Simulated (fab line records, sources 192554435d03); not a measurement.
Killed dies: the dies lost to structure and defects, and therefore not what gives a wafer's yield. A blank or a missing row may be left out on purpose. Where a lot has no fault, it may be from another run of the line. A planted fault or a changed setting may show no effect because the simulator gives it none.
Which tool is to blame? | flow n5_finfet | 12 lots, 36 wafers sampled, at 4 steps of a route of 1938

## WHAT THE GAUGES SHOWED, per wafer
N5_BEOL_M8_CD_MEAS_11: target cd 38.5 nm.
lot  | measured     | on        | cd_nm (nm)
L075 | day 9 12:34  | cd_sem-01 | 38.6 38.4 37.8
L077 | day 10 11:23 | cd_sem-02 | 38.4 38.4 37.9
L080 | day 11 01:05 | cd_sem-01 | 38.6 38.7 38.3
L081 | day 11 04:46 | cd_sem-03 | 38.7 38.7 38.6
L085 | day 12 01:24 | cd_sem-03 | 39.0 38.7 39.1
L084 | day 12 08:16 | cd_sem-03 | 37.8 38.6 38.3
L086 | day 12 15:21 | cd_sem-03 | 38.6 39.0 38.5
L088 | day 13 09:38 | cd_sem-02 | 38.2 38.6 39.8
L089 | day 13 23:59 | cd_sem-03 | 38.3 38.4 37.8
L093 | day 14 07:40 | cd_sem-02 | 38.6 38.6 38.5
L095 | day 15 00:43 | cd_sem-03 | 38.6 38.1 38.0
L097 | day 15 12:41 | cd_sem-03 | 38.4 38.1 38.3

## EACH LOT AND THE TOOL THAT RAN IT (in order: tool; ch and the chambers of the sampled wafers; start)
lot  | N5_BEOL_M7_ANNEAL_51             | N5_BEOL_M8_ILD_DEP_00           | N5_BEOL_M8_CURE_74
L075 | rtp_anneal-01 ch 0, day 9 09:44  | pecvd-03 ch 0,1,2, day 9 10:31  | uv_cure-03 ch 1, day 9 10:35
L077 | rtp_anneal-01 ch 0, day 10 06:31 | pecvd-01 ch 0,1,2, day 10 07:11 | uv_cure-02 ch 0, day 10 07:43
L080 | rtp_anneal-01 ch 0, day 10 22:02 | pecvd-04 ch 0,2, day 10 22:49   | uv_cure-02 ch 0, day 10 22:53
L081 | rtp_anneal-01 ch 0, day 11 02:29 | pecvd-03 ch 0,1, day 11 03:10   | uv_cure-02 ch 1, day 11 03:24
L085 | rtp_anneal-01 ch 0, day 11 21:32 | pecvd-01 ch 0,1,2, day 11 22:20 | uv_cure-03 ch 2, day 11 22:24
L084 | rtp_anneal-01 ch 0, day 12 04:32 | pecvd-01 ch 1,2, day 12 05:20   | uv_cure-01 ch 1, day 12 05:24
L086 | rtp_anneal-01 ch 0, day 12 12:18 | pecvd-04 ch 0,2, day 12 13:01   | uv_cure-03 ch 1, day 12 13:23
L088 | rtp_anneal-02 ch 0, day 13 05:19 | pecvd-04 ch 1,2, day 13 06:03   | uv_cure-03 ch 0, day 13 06:11
L089 | rtp_anneal-01 ch 0, day 13 21:32 | pecvd-03 ch 1,2, day 13 22:17   | uv_cure-03 ch 0, day 13 22:26
L093 | rtp_anneal-02 ch 0, day 14 04:10 | pecvd-03 ch 0,1,2, day 14 04:57 | uv_cure-01 ch 0, day 14 05:01
L095 | rtp_anneal-01 ch 0, day 14 20:50 | pecvd-04 ch 0,2, day 14 21:49   | uv_cure-01 ch 2, day 14 21:58
L097 | rtp_anneal-02 ch 0, day 15 09:31 | pecvd-04 ch 0,1, day 15 10:17   | uv_cure-03 ch 1, day 15 10:22
- N5_BEOL_M7_ANNEAL_51: time 90 s.
- N5_BEOL_M8_ILD_DEP_00: deposits SiCOH lowk from DEMS/porogen, target thk 179.75 nm, time 33.4 s.
- N5_BEOL_M8_CURE_74: cures SiCOH lowk, time 240 s.

## THE ANSWER, worked out from the rows above alone
Rule: what is usual is taken from the lots themselves. Put in order of their means at a reading, lots are off if they are a third of the lots or fewer, leave a main group of 4 or more, and stand apart from it by a gap of 3 or more times the standard deviation of the main group's means; of several such gaps the widest counts. The tables above print the reading to a certain number of digits; a main group whose means all agree to those digits is not used. Also off: a lot with no number at a reading for which 4 or more lots have one. The other lots that the step has rows for count as sound.
No lot is off on any of the readings shown, so nothing can be concluded from this.

## WHAT THE SIMULATOR PUT IN
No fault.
